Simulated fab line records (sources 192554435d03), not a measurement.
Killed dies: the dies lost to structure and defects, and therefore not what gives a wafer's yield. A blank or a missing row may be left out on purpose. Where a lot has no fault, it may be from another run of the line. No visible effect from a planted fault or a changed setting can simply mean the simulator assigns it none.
2 desks, one fault | flow n5_finfet | each desk holds nothing but its own numbers, with what lay behind them at the end

## AT THE METROLOGY DESK
Means of the sampled wafers that have a number, per lot and without regard to the tool the lot ran on: this is what the gauges read. Any lot whose mean is over 4 standard deviations away from the usual mean is out of limits and marked OUT; that distance is given in the brackets. Readings shown: 7 of its 12, picked as those furthest out on some lot.
Columns: A = cd_nm at N5_BEOL_M1_CD_MEAS_18, usual 17.93 nm; B = cd_nm at N5_BEOL_M1_CD_MEAS_28, usual 23.98 nm; C = IOFF_N at N5_BEOL_M4_RC_MEAS_101, usual 0.155 nA/um; D = IOFF_P at N5_BEOL_M4_RC_MEAS_101, usual 0.216 nA/um; E = ION_N at N5_BEOL_M4_RC_MEAS_101, usual 674 uA/um; F = SS_N at N5_BEOL_M4_RC_MEAS_101, usual 71.5 mV/dec; G = VT_P at N5_BEOL_M4_RC_MEAS_101, usual -249.3 mV
lot  | first seen here | A     | B     | C     | D     | E   | F    | G
L607 | day 6 01:34     | 18.08 | 23.97 | 0.167 | 0.213 | 688 | 71.4 | -247.0
L610 | day 6 15:30     | 17.93 | 24.12 | 0.122 | 0.173 | 662 | 71.0 | -253.2
L611 | day 7 00:52     | 18.23 | 23.96 | 0.149 | 0.216 | 657 | 71.4 | -248.9
L615 | day 7 23:40     | 18.41 | 24.14 | 0.153 | 0.219 | 671 | 72.0 | -252.4
L620 | day 9 15:10     | 18.08 | 24.17 | 0.172 | 0.222 | 680 | 71.6 | -248.5
L621 | day 9 15:35     | 17.66 | 24.07 | 0.146 | 0.190 | 669 | 71.4 | -254.3
L626 | day 10 20:19    | 17.69 | 23.90 | 0.131 | 0.184 | 667 | 70.3 | -250.9
L627 | day 10 23:20    | 17.83 | 23.40 | 0.161 | 0.224 | 680 | 72.1 | -248.3
L629 | day 11 12:44    | 17.83 | 24.17 | 0.157 | 0.197 | 677 | 71.3 | -249.5
Finding of this desk: none of the 9 lots has anything out of limits.

## FOR THE TOOL OWNER'S DESK: litho_track-03
The tool's own readings at N5_BEOL_M1_COAT_76 (time 60 s, resist thk 5 nm): means of the sampled wafers that have a number, for each lot that ran on this tool. Any lot whose mean is over 4 standard deviations away from the usual mean is out of limits and marked OUT; that distance is given in the brackets.
Columns: A = plate_temp_C at N5_BEOL_M1_COAT_76, usual 204.97 C; B = spin_speed_rpm at N5_BEOL_M1_COAT_76, usual 1500.0 rpm
lot  | first seen here | A      | B
L607 | day 6 01:36     | 205.03 | 1500.9
L610 | day 6 15:32     | 205.03 | 1499.8
L611 | day 7 00:54     | 205.17 | 1688.3 (+99 or more) OUT
L615 | day 7 23:43     | 204.94 | 1687.7 (+99 or more) OUT
L627 | day 10 23:22    | 205.03 | 1501.7
L629 | day 11 12:46    | 204.85 | 1500.0
Finding of this desk: L611, L615 out of limits; the first was L611 at day 7 00:54, on spin_speed_rpm at N5_BEOL_M1_COAT_76. In limits: L607, L610, L627, L629.

## PUT TOGETHER
The tool owner's desk had the chance to raise an alarm at day 7 00:54 on L611, L615.
Metrology desk: nothing out of limits seen.
The metrology desk holds a record of L611, L615, inside its limits.
N5_BEOL_M1_COAT_76 was run on litho_track-03 by each of the lots named.

## WHAT THE SIMULATOR PUT IN
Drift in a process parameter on litho_track-03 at N5_BEOL_M1_COAT_76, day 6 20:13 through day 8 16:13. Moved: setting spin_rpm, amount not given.
Lots struck among those shown: L611, L615.
Each desk's first reading out of limits, in hours after the fault started: the tool owner's desk, 5.
